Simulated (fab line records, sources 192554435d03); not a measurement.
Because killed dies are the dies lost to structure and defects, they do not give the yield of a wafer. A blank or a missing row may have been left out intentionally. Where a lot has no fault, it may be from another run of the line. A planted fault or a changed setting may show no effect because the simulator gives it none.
fab line records	flow n5Finfet
record: lots: 24	wafers: 72	lastDay: 20
route steps=1938 shown BEOL_M14@1730 BEOL_M15@1828
lots untouched by any fault: they come from a run of this same line in which no faults occurred
startH: hours from the record's opening day to when the first of the lot's shown wafers began	waitH: hours from the lot's prior step to this one	" the same as in the row above	L1.1+2: several wafers, shown together as one row	- no value present, or no start provided	* or withheld: withheld	< > ~ a bound
route shown NAME@n: names a module that has steps shown in the file, with the first one's number in the route	usual: the fault-free wafers' mean and standard deviation	same: alike in all rows	chamber/n: place in a boat	sites: the reading at each site	_std_site: standard deviation of those values	_edge_site: inner sites' mean taken away from outer sites' mean	radiusMm: for every site, how far away it sits from the centre of the wafer	mask NAME#n: copy n	behind: the tool/chamber that last shaped the wafer	hold: the reason the lot was held/the length of the hold in hours/how it ended	device: names the non-switching transistor (n, p or np)	end of line: the same wafers' tests at the end of the route	a step given without rows: its recipe and nothing more	killed: dies lost to structure and defects at the first sort, not the wafer's yield	map: shows each die of a wafer: x if killed, . if not, _ if none is there
set.NAME: the setting as run; set.NAME@STEP: as run at that earlier step	model.NAME: the simulator's own value behind a step, which no gauge read
one table for each step of the route and one row for each wafer, over a sample of lots
services: from which hour (startH, from the record's first day; less than 0 if before it) a tool's chamber was out of use, for how many hours, and why
== steps ==
step: N5_BEOL_M14_ETCH_59
recipe: chemistry: N2/H2	target: BARC	targetDepthA: 890	overetchA: 267	timeS: 67.9	ionEnergyEv: 200	pressureMtorr: 30	sourceW: 840	biasW: 150	n2FlowSccm: 200	h2FlowSccm: 200
usual: drypumpMotorCurrentA: 5.6/0.36	oesProductAu: 0.70/0.059	rfVppV: 525.5/1.8	showerheadPlenumPTorr: 2.59/0.067	throttleValvePct: 17.61/0.22
same: timeS: 67.9
lot.wafer	tool	chamber	startH	waitH	drypumpMotorCurrentA	oesProductAu	rfHoursCounterH	rfVppV	showerheadPlenumPTorr	throttleValvePct
L074.2	rieDiel-06	2	269.77	0.0	5.6	0.76	23	525.2	2.60	17.51
L074.4	"	0	"	"	5.2	0.75	36	525.5	2.57	17.08
L074.6	"	3	"	"	4.9	0.58	-	519.8	2.40	17.79
L076.3	rieDiel-06	1	270.20	0.0	5.6	0.67	114	525.0	2.55	17.91
L076.4	"	3	"	"	4.9	0.60	238	521.1	2.40	17.78
L076.5	"	2	"	"	5.7	0.77	-	526.7	2.60	17.53
L075.2	rieDiel-01	0	270.52	0.0	5.9	0.72	52	527.0	2.69	17.37
L075.4	"	1	"	"	5.3	0.60	237	526.1	2.60	18.02
L075.5	"	2	"	"	6.0	0.67	-	528.4	2.68	17.64
L078.1	rieDiel-01	3	290.71	0.0	5.3	0.71	67	525.6	2.57	17.58
L078.4	"	2	"	"	5.9	0.66	102	527.4	2.68	17.66
L078.5	"	1	"	"	5.3	0.60	-	525.7	2.60	18.03
L077.1	rieDiel-06	2	296.41	0.0	5.6	0.76	31	525.2	2.60	17.54
L077.5	"	1	"	"	5.6	0.66	-	523.7	2.54	17.92
L077.6	"	2	"	"	5.6	0.76	-	524.5	2.60	17.51
L079.1	rieDiel-01	2	312.11	0.0	5.9	0.66	109	528.1	2.67	17.66
L079.2	"	0	"	"	5.9	0.71	66	527.8	2.68	17.39
L079.3	"	3	"	"	5.2	0.71	74	522.7	2.57	17.58
L080.1	rieDiel-04	2	319.59	0.0	6.0	0.59	245	521.6	2.49	18.03
L080.2	"	1	"	"	6.3	0.60	241	525.7	2.61	18.24
L080.4	"	0	"	"	6.1	0.73	70	523.2	2.57	17.49
L081.2	rieDiel-06	2	320.32	0.0	5.6	0.75	40	527.3	2.60	17.53
L081.3	"	1	"	"	5.6	0.66	130	524.2	2.54	17.94
L081.4	"	3	"	"	4.9	0.84	0	529.2	2.71	17.40
L082.3	rieDiel-01	3	330.20	0.0	5.3	0.70	82	526.5	2.56	17.60
L082.5	"	0	"	"	5.9	0.70	-	527.6	2.68	17.42
L082.6	"	2	"	"	5.9	0.65	-	528.7	2.67	17.69
L083.1	rieDiel-01	3	353.16	0.0	5.2	0.70	90	524.4	2.56	17.62
L083.3	"	1	"	"	5.3	0.84	4	524.8	2.59	17.61
L083.5	"	2	"	"	5.9	0.65	-	526.5	2.67	17.69
L084.3	rieDiel-06	2	370.36	0.0	5.6	0.72	58	525.3	2.59	17.58
L084.5	"	2	"	"	5.6	0.72	-	524.3	2.59	17.58
L084.6	"	3	"	"	4.9	0.76	-	528.5	2.70	17.46
L085.3	rieDiel-04	0	371.09	0.0	6.1	0.71	90	524.5	2.57	17.53
L085.4	"	2	"	"	5.9	0.79	-	522.8	2.48	17.60
L085.6	"	0	"	"	6.1	0.71	-	525.1	2.57	17.51
L088.1	rieDiel-04	2	371.63	0.0	6.0	0.79	6	521.8	2.48	17.62
L088.3	"	0	"	"	6.1	0.71	90	524.1	2.57	17.52
L088.6	"	2	"	"	6.0	0.79	-	522.1	2.48	17.61
L086.2	rieDiel-01	3	380.00	0.0	5.2	0.68	100	523.6	2.55	17.65
L086.3	"	2	"	"	5.9	0.65	135	527.3	2.66	17.70
L086.5	"	2	"	"	5.9	0.64	-	527.1	2.66	17.71
L087.1	rieDiel-06	3	385.79	0.0	4.9	0.76	24	528.7	2.70	17.44
L087.2	"	1	"	"	5.6	0.64	148	524.8	2.53	17.96
L087.5	"	3	"	"	4.9	0.75	-	527.4	2.70	17.46
L089.2	rieDiel-01	1	387.93	0.0	5.3	0.79	17	525.3	2.59	17.63
L089.3	"	3	"	"	5.3	0.68	104	523.7	2.55	17.64
L089.5	"	1	"	"	5.3	0.81	-	525.0	2.59	17.63
L092.3	rieDiel-01	3	390.25	0.0	5.2	0.68	105	524.7	2.55	17.65
L092.4	"	0	"	"	5.9	0.68	92	526.9	2.67	17.43
L092.5	"	2	"	"	5.9	0.64	-	527.8	2.66	17.70
L090.4	rieDiel-04	0	392.40	0.0	6.1	0.71	99	524.6	2.56	17.53
L090.5	"	3	"	"	5.5	0.68	-	523.3	2.55	17.39
L090.6	"	2	"	"	5.9	0.77	-	523.7	2.48	17.63
L091.2	rieDiel-01	2	399.31	0.0	5.9	0.63	144	526.6	2.66	17.71
L091.4	"	1	"	"	5.3	0.78	22	525.0	2.58	17.63
L091.6	"	1	"	"	5.3	0.79	-	524.8	2.58	17.65
L094.1	rieDiel-04	1	402.14	0.0	6.2	0.81	8	525.2	2.60	17.89
L094.2	"	2	"	"	5.9	0.76	17	522.9	2.48	17.64
L094.6	"	0	"	"	6.1	0.71	-	525.0	2.56	17.53
L093.1	rieDiel-01	0	402.53	0.0	5.9	0.68	96	527.1	2.67	17.47
L093.2	"	3	"	"	5.2	0.67	109	524.6	2.55	17.66
L093.6	"	3	"	"	5.2	0.67	-	526.5	2.55	17.66
L096.1	rieDiel-01	0	419.64	0.0	5.9	0.67	102	528.9	2.67	17.46
L096.2	"	1	"	"	5.3	0.79	29	526.1	2.58	17.66
L096.4	"	3	"	"	5.3	0.67	116	525.5	2.55	17.65
L095.2	rieDiel-01	0	421.52	0.0	5.9	0.67	103	525.4	2.66	17.46
L095.3	"	3	"	"	5.2	0.67	117	525.0	2.55	17.67
L095.6	"	0	"	"	5.9	0.67	-	527.8	2.66	17.46
L097.1	rieDiel-06	2	444.03	0.0	5.6	0.69	84	524.6	2.58	17.61
L097.2	"	1	"	"	5.6	0.63	168	523.7	2.52	18.02
L097.4	"	3	"	"	4.9	0.73	43	528.2	2.69	17.50
step: N5_BEOL_M14_CD_MEAS_17
recipe: targetCdNm: 250	polarity: opening
usual: cdNm: 252.2/1.7
lot.wafer	tool	chamber	startH	waitH	cdNm
L074.2	cdSem-03	-	270.18	0.0	252.4
L074.4	"	-	"	"	249.8
L074.6	"	-	"	"	249.8
L076.3	cdSem-01	-	270.61	0.0	253.3
L076.4	"	-	"	"	251.8
L076.5	"	-	"	"	252.3
L075.2	cdSem-01	-	270.92	0.0	251.2
L075.4	"	-	"	"	251.5
L075.5	"	-	"	"	251.1
L078.1	cdSem-03	-	291.14	0.0	251.8
L078.4	"	-	"	"	252.3
L078.5	"	-	"	"	252.6
L077.1	cdSem-01	-	296.81	0.0	252.2
L077.5	"	-	"	"	253.1
L077.6	"	-	"	"	252.8
L079.1	cdSem-03	-	312.51	0.0	249.5
L079.2	"	-	"	"	248.8
L079.3	"	-	"	"	251.2
L080.1	cdSem-02	-	319.99	0.0	251.7
L080.2	"	-	"	"	254.2
L080.4	"	-	"	"	251.4
L081.2	cdSem-02	-	320.82	0.0	254.1
L081.3	"	-	"	"	253.7
L081.4	"	-	"	"	253.5
L082.3	cdSem-02	-	330.60	0.0	252.0
L082.5	"	-	"	"	248.8
L082.6	"	-	"	"	252.5
L083.1	cdSem-03	-	353.56	0.0	253.5
L083.3	"	-	"	"	253.8
L083.5	"	-	"	"	252.8
L084.3	cdSem-03	-	370.80	0.0	250.8
L084.5	"	-	"	"	250.6
L084.6	"	-	"	"	250.2
L085.3	cdSem-02	-	371.49	0.0	250.4
L085.4	"	-	"	"	253.3
L085.6	"	-	"	"	250.5
L088.1	cdSem-01	-	372.03	0.0	253.3
L088.3	"	-	"	"	252.6
L088.6	"	-	"	"	252.8
L086.2	cdSem-03	-	380.40	0.0	252.2
L086.3	"	-	"	"	252.7
L086.5	"	-	"	"	251.0
L087.1	cdSem-02	-	386.19	0.0	251.9
L087.2	"	-	"	"	253.1
L087.5	"	-	"	"	251.6
L089.2	cdSem-01	-	388.37	0.0	250.0
L089.3	"	-	"	"	255.0
L089.5	"	-	"	"	253.4
L092.3	cdSem-03	-	390.65	0.0	252.1
L092.4	"	-	"	"	252.5
L092.5	"	-	"	"	251.8
L090.4	cdSem-01	-	392.81	0.0	252.4
L090.5	"	-	"	"	255.4
L090.6	"	-	"	"	257.0
L091.2	cdSem-02	-	399.71	0.0	255.2
L091.4	"	-	"	"	253.3
L091.6	"	-	"	"	250.4
L094.1	cdSem-02	-	402.54	0.0	251.8
L094.2	"	-	"	"	249.4
L094.6	"	-	"	"	251.5
L093.1	cdSem-02	-	402.96	0.0	251.9
L093.2	"	-	"	"	252.4
L093.6	"	-	"	"	251.8
L096.1	cdSem-01	-	420.19	0.0	248.9
L096.2	"	-	"	"	251.0
L096.4	"	-	"	"	250.8
L095.2	cdSem-03	-	421.93	0.0	250.8
L095.3	"	-	"	"	252.2
L095.6	"	-	"	"	250.0
L097.1	cdSem-03	-	444.47	0.0	254.7
L097.2	"	-	"	"	254.1
L097.4	"	-	"	"	254.8
step: N5_BEOL_M14_OCD_MEAS_35
usual: trenchDepthNm: 557/12
lot.wafer	tool	chamber	startH	waitH	trenchDepthNm
L074.2	ocd-01	-	271.33	0.0	556
L074.4	"	-	"	"	551
L074.6	"	-	"	"	540
L076.3	ocd-02	-	271.63	0.0	557
L076.4	"	-	"	"	539
L076.5	"	-	"	"	541
L075.2	ocd-01	-	272.07	0.0	551
L075.4	"	-	"	"	541
L075.5	"	-	"	"	547
L078.1	ocd-01	-	292.28	0.0	579
L078.4	"	-	"	"	547
L078.5	"	-	"	"	550
L077.1	ocd-01	-	297.84	0.0	550
L077.5	"	-	"	"	552
L077.6	"	-	"	"	581
L079.1	ocd-01	-	313.66	0.0	552
L079.2	"	-	"	"	544
L079.3	"	-	"	"	585
L080.1	ocd-01	-	321.11	0.0	539
L080.2	"	-	"	"	564
L080.4	"	-	"	"	559
L081.2	ocd-01	-	321.92	0.0	543
L081.3	"	-	"	"	561
L081.4	"	-	"	"	559
L082.3	ocd-01	-	331.63	0.0	546
L082.5	"	-	"	"	557
L082.6	"	-	"	"	555
L083.1	ocd-01	-	354.77	0.0	541
L083.3	"	-	"	"	537
L083.5	"	-	"	"	579
L084.3	ocd-02	-	371.83	0.0	548
L084.5	"	-	"	"	566
L084.6	"	-	"	"	549
L085.3	ocd-01	-	372.53	0.0	577
L085.4	"	-	"	"	541
L085.6	"	-	"	"	563
L088.1	ocd-02	-	373.06	0.0	563
L088.3	"	-	"	"	561
L088.6	"	-	"	"	560
L086.2	ocd-01	-	381.55	0.0	557
L086.3	"	-	"	"	552
L086.5	"	-	"	"	560
L087.1	ocd-02	-	387.35	0.0	550
L087.2	"	-	"	"	566
L087.5	"	-	"	"	546
L089.2	ocd-02	-	389.62	0.0	553
L089.3	"	-	"	"	554
L089.5	"	-	"	"	564
L092.3	ocd-02	-	391.80	0.0	566
L092.4	"	-	"	"	568
L092.5	"	-	"	"	559
L090.4	ocd-02	-	393.96	0.0	552
L090.5	"	-	"	"	561
L090.6	"	-	"	"	567
L091.2	ocd-01	-	400.86	0.0	565
L091.4	"	-	"	"	549
L091.6	"	-	"	"	552
L094.1	ocd-01	-	403.69	0.0	559
L094.2	"	-	"	"	546
L094.6	"	-	"	"	565
L093.1	ocd-01	-	404.11	0.0	554
L093.2	"	-	"	"	554
L093.6	"	-	"	"	555
L096.1	ocd-01	-	421.51	0.0	545
L096.2	"	-	"	"	573
L096.4	"	-	"	"	563
L095.2	ocd-02	-	422.95	0.0	553
L095.3	"	-	"	"	566
L095.6	"	-	"	"	575
L097.1	ocd-02	-	445.62	0.0	543
L097.2	"	-	"	"	561
L097.4	"	-	"	"	550
step: N5_BEOL_M14_ANNEAL_48
recipe: tempC: 225	timeS: 90	ambient: N2
usual: wafer_temp_C_max: 226.3/0.4
same: timeS: 90
lot.wafer	tool	chamber	startH	waitH	wafer_temp_C_max
L074.2	rtpAnneal-02	0	273.82	0.2	226.7
L074.4	"	0	"	"	226.8
L074.6	"	0	"	"	227.2
L076.3	rtpAnneal-01	0	273.89	0.2	225.6
L076.4	"	0	"	"	225.8
L076.5	"	0	"	"	226.0
L075.2	rtpAnneal-02	0	274.30	0.2	226.9
L075.4	"	0	"	"	226.9
L075.5	"	0	"	"	226.5
L078.1	rtpAnneal-01	0	295.44	0.3	225.8
L078.4	"	0	"	"	225.7
L078.5	"	0	"	"	225.9
L077.1	rtpAnneal-02	0	300.95	0.1	226.5
L077.5	"	0	"	"	226.1
L077.6	"	0	"	"	226.8
L079.1	rtpAnneal-02	0	316.72	0.1	226.4
L079.2	"	0	"	"	226.4
L079.3	"	0	"	"	226.4
L080.1	rtpAnneal-02	0	323.05	0.2	226.2
L080.2	"	0	"	"	226.3
L080.4	"	0	"	"	226.4
L081.2	rtpAnneal-01	0	323.44	0.2	225.3
L081.3	"	0	"	"	226.3
L081.4	"	0	"	"	225.7
L082.3	rtpAnneal-02	0	336.88	0.2	226.1
L082.5	"	0	"	"	226.6
L082.6	"	0	"	"	226.2
L083.1	rtpAnneal-01	0	358.48	0.1	226.6
L083.3	"	0	"	"	226.2
L083.5	"	0	"	"	225.8
L084.3	rtpAnneal-02	0	375.74	0.2	226.3
L084.5	"	0	"	"	227.0
L084.6	"	0	"	"	226.6
L085.3	rtpAnneal-01	0	375.80	0.2	226.0
L085.4	"	0	"	"	226.2
L085.6	"	0	"	"	225.9
L088.1	rtpAnneal-01	0	376.46	0.5	225.7
L088.3	"	0	"	"	225.8
L088.6	"	0	"	"	225.6
L086.2	rtpAnneal-01	0	383.58	0.2	225.9
L086.3	"	0	"	"	225.8
L086.5	"	0	"	"	226.3
L087.1	rtpAnneal-02	0	389.37	0.1	226.0
L087.2	"	0	"	"	226.4
L087.5	"	0	"	"	226.6
L089.2	rtpAnneal-02	0	390.83	0.2	226.3
L089.3	"	0	"	"	226.3
L089.5	"	0	"	"	226.8
L092.3	rtpAnneal-02	0	395.34	0.2	226.2
L092.4	"	0	"	"	226.1
L092.5	"	0	"	"	226.8
L090.4	rtpAnneal-01	0	395.82	0.3	226.2
L090.5	"	0	"	"	226.1
L090.6	"	0	"	"	225.9
L094.1	rtpAnneal-01	0	405.42	0.4	225.7
L094.2	"	0	"	"	225.8
L094.6	"	0	"	"	225.8
L091.2	rtpAnneal-02	0	405.60	0.2	226.7
L091.4	"	0	"	"	226.5
L091.6	"	0	"	"	226.4
L093.1	rtpAnneal-01	0	409.84	0.1	226.3
L093.2	"	0	"	"	225.8
L093.6	"	0	"	"	226.1
L096.1	rtpAnneal-02	0	428.16	0.1	226.7
L096.2	"	0	"	"	226.4
L096.4	"	0	"	"	226.7
L095.2	rtpAnneal-02	0	428.47	0.4	225.9
L095.3	"	0	"	"	226.8
L095.6	"	0	"	"	226.5
L097.1	rtpAnneal-02	0	449.94	0.5	226.3
L097.2	"	0	"	"	226.5
L097.4	"	0	"	"	227.8
step: N5_BEOL_M14_CMP_49
recipe: stopOn: SiO2	tOverpolishS: 5.2	downForcePsi: 2	platenRpm: 80	clearingPlatenDownForcePsi: 2	clearingPlatenRpm: 80	postCmpClean: cuAlkaline	targetThkNm: 560	clearingPlatenPadVelocityMS: 1.5917	padVelocityMS: 1.5917
usual: barrierFieldEndpointS: 11.5/0.31	motorCurrentA: 7.9/0.56	overpolishRunS: 5.199/0.0092	platenRpm: 80.00/0.06	timeToEndpointS: 122/4.4
lot.wafer	tool	chamber	startH	waitH	barrierFieldEndpointS	motorCurrentA	overpolishRunS	platenRpm	timeToEndpointS
L074.4	cmp-04	1	274.07	0.1	12.0	7.2	5.202	79.95	129
L074.2	"	2	"	"	11.7	7.8	5.203	80.10	126
L074.6	"	1	"	"	11.6	7.2	5.210	80.06	129
L076.3	cmp-01	3	274.17	0.2	11.2	8.6	5.209	79.98	118
L076.4	"	0	"	"	11.1	7.8	5.197	79.96	120
L076.5	"	1	"	"	11.8	8.0	5.203	79.98	125
L075.2	cmp-02	2	274.55	0.2	11.8	7.9	5.206	80.02	128
L075.4	"	0	"	"	11.3	8.3	5.199	79.91	121
L075.5	"	2	"	"	11.4	8.3	5.210	80.06	123
L078.1	cmp-01	3	295.74	0.3	11.5	8.4	5.184	80.05	121
L078.4	"	1	"	"	11.9	7.8	5.195	80.06	128
L078.5	"	3	"	"	11.5	8.5	5.202	80.01	121
L077.1	cmp-01	2	301.26	0.3	10.9	7.7	5.199	80.04	118
L077.6	"	2	"	"	11.3	7.9	5.193	79.92	121
L077.5	"	3	"	"	11.1	8.3	5.210	80.04	119
L079.2	cmp-04	2	317.01	0.2	11.5	7.5	5.188	80.00	123
L079.1	"	0	"	"	11.6	7.3	5.205	79.98	129
L079.3	"	1	"	"	11.8	7.4	5.199	79.97	128
L080.4	cmp-04	0	323.36	0.1	11.4	7.3	5.187	79.92	126
L080.1	"	1	"	"	11.8	7.4	5.207	80.00	125
L080.2	"	2	"	"	11.2	7.7	5.231	80.03	122
L081.4	cmp-02	0	323.69	0.1	11.6	8.5	5.214	79.99	124
L081.3	"	2	"	"	11.6	8.1	5.211	79.90	122
L081.2	"	3	"	"	11.3	8.6	5.202	80.03	115
L082.3	cmp-01	2	337.20	0.3	11.2	7.4	5.209	80.00	117
L082.5	"	3	"	"	11.2	8.7	5.204	79.96	119
L082.6	"	0	"	"	11.4	8.0	5.189	80.04	118
L083.1	cmp-04	3	358.78	0.3	11.7	8.0	5.192	80.06	122
L083.3	"	1	"	"	11.8	7.3	5.197	80.07	129
L083.5	"	0	"	"	11.2	6.8	5.209	80.02	121
L085.4	cmp-02	3	376.01	0.1	11.2	8.8	5.188	80.10	119
L085.3	"	0	"	"	11.7	8.5	5.184	80.00	128
L085.6	"	3	"	"	11.0	8.7	5.188	80.08	119
L084.3	cmp-01	0	376.06	0.3	11.7	7.8	5.188	80.06	121
L084.6	"	1	"	"	11.2	8.1	5.198	79.86	118
L084.5	"	2	"	"	11.5	7.8	5.202	79.92	116
L088.3	cmp-02	1	376.76	0.2	11.6	7.4	5.194	80.01	125
L088.1	"	0	"	"	11.4	8.9	5.191	79.99	122
L088.6	"	2	"	"	12.1	7.8	5.192	80.01	129
L086.3	cmp-04	2	383.87	0.2	11.6	7.4	5.194	80.04	126
L086.2	"	3	"	"	11.8	7.6	5.182	80.02	124
L086.5	"	2	"	"	11.6	7.7	5.204	80.06	122
L087.1	cmp-04	3	389.67	0.3	11.7	8.0	5.198	79.98	125
L087.2	"	0	"	"	11.9	6.4	5.189	79.83	127
L087.5	"	3	"	"	11.9	8.0	5.195	80.01	125
L089.3	cmp-02	0	391.08	0.2	11.5	8.6	5.194	79.99	122
L089.2	"	1	"	"	11.6	7.4	5.184	79.93	123
L089.5	"	0	"	"	11.4	8.6	5.192	80.04	117
L092.4	cmp-01	3	395.58	0.2	11.3	9.1	5.196	80.01	114
L092.3	"	1	"	"	11.7	8.0	5.197	79.99	124
L092.5	"	3	"	"	11.7	8.7	5.187	80.03	124
L090.4	cmp-02	3	396.02	0.2	10.5	8.2	5.204	79.92	110
L090.6	"	2	"	"	11.4	8.2	5.212	80.03	124
L090.5	"	3	"	"	10.7	8.9	5.217	79.97	115
L094.1	cmp-02	3	405.72	0.3	11.0	8.5	5.184	79.90	114
L094.2	"	0	"	"	11.0	8.3	5.208	80.04	119
L094.6	"	3	"	"	10.8	8.7	5.209	80.09	116
L091.2	cmp-01	1	405.95	0.3	11.1	7.7	5.203	79.97	117
L091.4	"	2	"	"	11.2	7.7	5.205	80.07	119
L091.6	"	0	"	"	11.0	7.8	5.204	79.95	116
L093.2	cmp-02	2	410.17	0.2	11.8	8.4	5.200	79.96	125
L093.1	"	0	"	"	11.4	8.3	5.206	79.92	123
L093.6	"	2	"	"	11.8	8.5	5.179	79.97	130
L096.4	cmp-02	0	428.49	0.2	11.4	8.4	5.179	79.99	123
L096.1	"	1	"	"	11.3	7.1	5.200	79.99	121
L096.2	"	2	"	"	11.5	8.2	5.194	80.01	123
L095.3	cmp-04	3	428.73	0.2	11.9	7.9	5.188	79.92	127
L095.2	"	0	"	"	12.0	7.0	5.206	80.04	128
L095.6	"	0	"	"	11.7	6.8	5.212	80.00	123
L097.4	cmp-04	2	450.25	0.1	11.5	7.8	5.203	79.95	125
L097.1	"	3	"	"	11.6	8.0	5.195	80.00	121
L097.2	"	1	"	"	11.4	6.8	5.196	80.00	126
step: N5_BEOL_M15_RS_MEAS_54
recipe: thkMeasGauge: four-point-probe	reads: Cu_of_BEOL_M15_ECD_47+Ta_of_BEOL_M15_SPUTTER_44+TaN_of_BEOL_M15_SPUTTER_43
usual: M15_RS: 0.0217/0.0005
lot.wafer	tool	chamber	startH	waitH	M15_RS[ohm/sq]
L074.2	filmMetro-02	-	281.36	0.1	0.0214
L074.4	"	-	"	"	0.0213
L074.6	"	-	"	"	0.0213
L075.2	filmMetro-01	-	281.63	0.1	0.0224
L075.4	"	-	"	"	0.0222
L075.5	"	-	"	"	0.0223
L076.3	filmMetro-02	-	283.52	0.1	0.0219
L076.4	"	-	"	"	0.0218
L076.5	"	-	"	"	0.0224
L078.1	filmMetro-02	-	302.14	0.0	0.0222
L078.4	"	-	"	"	0.0222
L078.5	"	-	"	"	0.0222
L077.1	filmMetro-01	-	306.92	0.0	0.0214
L077.5	"	-	"	"	0.0216
L077.6	"	-	"	"	0.0212
L079.1	filmMetro-02	-	323.73	0.0	0.0225
L079.2	"	-	"	"	0.0223
L079.3	"	-	"	"	0.0212
L080.1	filmMetro-02	-	330.56	0.0	0.0210
L080.2	"	-	"	"	0.0215
L080.4	"	-	"	"	0.0208
L081.2	filmMetro-02	-	331.10	0.1	0.0213
L081.3	"	-	"	"	0.0225
L081.4	"	-	"	"	0.0222
L082.3	filmMetro-02	-	344.54	0.1	0.0214
L082.5	"	-	"	"	0.0212
L082.6	"	-	"	"	0.0215
L083.1	filmMetro-02	-	364.06	0.0	0.0217
L083.3	"	-	"	"	0.0221
L083.5	"	-	"	"	0.0219
L084.3	filmMetro-01	-	383.71	0.1	0.0218
L084.5	"	-	"	"	0.0217
L084.6	"	-	"	"	0.0220
L085.3	filmMetro-01	-	384.02	0.1	0.0221
L085.4	"	-	"	"	0.0218
L085.6	"	-	"	"	0.0213
L088.1	filmMetro-02	-	386.25	0.0	0.0211
L088.3	"	-	"	"	0.0216
L088.6	"	-	"	"	0.0211
L086.2	filmMetro-02	-	390.08	0.1	0.0223
L086.3	"	-	"	"	0.0230
L086.5	"	-	"	"	0.0214
L087.1	filmMetro-01	-	397.12	0.0	0.0220
L087.2	"	-	"	"	0.0210
L087.5	"	-	"	"	0.0221
L089.2	filmMetro-02	-	399.48	0.1	0.0228
L089.3	"	-	"	"	0.0213
L089.5	"	-	"	"	0.0220
L092.3	filmMetro-02	-	405.88	0.1	0.0229
L092.4	"	-	"	"	0.0227
L092.5	"	-	"	"	0.0212
L090.4	filmMetro-01	-	406.67	0.0	0.0213
L090.5	"	-	"	"	0.0218
L090.6	"	-	"	"	0.0213
L094.1	filmMetro-01	-	411.43	0.0	0.0211
L094.2	"	-	"	"	0.0216
L094.6	"	-	"	"	0.0219
L091.2	filmMetro-02	-	414.30	0.1	0.0212
L091.4	"	-	"	"	0.0215
L091.6	"	-	"	"	0.0211
L093.1	filmMetro-01	-	415.48	0.0	0.0212
L093.2	"	-	"	"	0.0220
L093.6	"	-	"	"	0.0212
L095.2	filmMetro-01	-	436.82	0.1	0.0217
L095.3	"	-	"	"	0.0216
L095.6	"	-	"	"	0.0214
L096.1	filmMetro-02	-	437.24	0.0	0.0213
L096.2	"	-	"	"	0.0217
L096.4	"	-	"	"	0.0222
L097.1	filmMetro-02	-	459.99	0.0	0.0213
L097.2	"	-	"	"	0.0213
L097.4	"	-	"	"	0.0217
== services ==
tool	chamber	startH	hours	kind
rieDiel-01	-	252.18	2.8	pm
cmp-01	-	268.68	3.5	pm
cmp-02	-	293.20	6.2	repair
rieDiel-06	3	304.55	-	clean
rieDiel-01	1	310.65	-	clean
rieDiel-01	1	310.65	-	consumableReplace:focusRing
rieDiel-01	1	310.65	29.0	scheduledDown
rieDiel-01	1	310.65	29.0	ventCycle
cmp-02	-	315.41	6.9	repair
rtpAnneal-01	-	324.70	5.2	pm
rieDiel-04	1	338.83	3.5	repair
cmp-01	-	340.27	5.2	pm
cmp-04	-	350.63	4.0	pm
rieDiel-06	1	354.22	10.2	repair
cmp-04	-	354.63	-	consumableReplace:conditioner
cmp-04	-	354.63	-	consumableReplace:pad
rieDiel-01	0	354.91	5.7	repair
cmp-01	-	358.56	0.3	repair
cmp-04	-	364.37	3.9	pm
cmp-02	-	373.95	0.8	repair
cmp-01	-	394.50	0.4	repair
cmp-04	-	433.75	4.8	repair
cmp-01	-	440.17	4.0	pm
rieDiel-06	0	446.14	20.5	repair
== key ==
fault none
